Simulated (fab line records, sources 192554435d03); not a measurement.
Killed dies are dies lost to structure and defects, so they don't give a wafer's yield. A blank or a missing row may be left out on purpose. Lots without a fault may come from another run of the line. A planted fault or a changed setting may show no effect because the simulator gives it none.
Problem report in the 8D (eight disciplines) form, filled by code | flow n5_finfet | the parts of the form that need people (team, actions taken, sign-off) are left out

1. THE PROBLEM
V10_OVL at N5_BEOL_M11_OVL_MEAS_29 reads a mean of 6.0 nm on 6 wafers of 2 lots; wafers without a fault read -0.1 nm with a standard deviation of 0.63. That is +9.8 standard deviations from the usual mean.
First seen on wafer L826.1, day 14 03:34, on overlay-01. The record holds 30 wafers of 10 lots with a number at this step. Rule for "out", or "out of limits": more than 4 standard deviations from the usual mean. The other wafers with a number count as sound.

2. WHAT IT IS AND WHAT IT IS NOT
question                    | is                     | is not
which readings at this step | V10_OVL                | -
which lots                  | L826, L827             | L812, L814, L816, L817, L820, L830, L831, L832
which wafers of those lots  | all that have a number | -
read on which gauges        | overlay-01             | overlay-02
when                        | from day 14 03:34      | up to then (15 sound wafers); but 9 sound wafers of L830, L831, L832 came after

3. SUSPECTS, AND WHAT RULES EACH OUT
Counting: a tool at a process step up to the reading stays a suspect if it ran every lot that is out and no sound lot after the first of them.
- the gauge at N5_BEOL_M11_OVL_MEAS_29: kept. All the wafers that are out were read on overlay-01, and no step on other tools shows them out.
- arfi_scanner-03 at N5_BEOL_M11_EXPOSE_25 (exposes mask V10): kept. It ran every lot that is out, first L826 (day 14 03:24), and no sound lot after that; its last sound lot up to then is L820 (day 12 21:37).
Left after counting: arfi_scanner-03 at N5_BEOL_M11_EXPOSE_25, overlay-01 at N5_BEOL_M11_OVL_MEAS_29.

4. THE CAUSE (what the simulator had put in)
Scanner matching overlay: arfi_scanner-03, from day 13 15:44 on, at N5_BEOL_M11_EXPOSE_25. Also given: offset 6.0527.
Counting left 2 suspects, and this tool is among them.

5. THE CHAIN OF EFFECTS, in route order
Each row: a reading whose mean over the struck wafers that have a number lies more than 3 standard deviations from the usual. Only readings for which the record gives a usual standard deviation are gone through. hours: the time from each lot's start at the first step in this table that gives one to its start at this step, as a median over the lots. sigmas: the change in usual standard deviations.
hours | step                    | reading | usual   | on struck wafers | change | sigmas
0     | N5_BEOL_M11_OVL_MEAS_29 | V10_OVL | -0.1 nm | 6.0              | +6.1   | +9.8

6. WHAT WOULD HAVE CAUGHT IT SOONER
In this record the first reading out of limits at a measuring or inspecting step was taken at day 14 03:34, 12 hours after the fault began at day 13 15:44.
Of the tool readings at N5_BEOL_M11_EXPOSE_25 for which the record gives a usual standard deviation, none was out on any struck wafer, so an alarm limit of 4 standard deviations on them would not have fired.
Of the lots that are out (2), L827 began N5_BEOL_M11_EXPOSE_25 on arfi_scanner-03 after day 14 03:34. A hold on the tool at that time would have spared it.
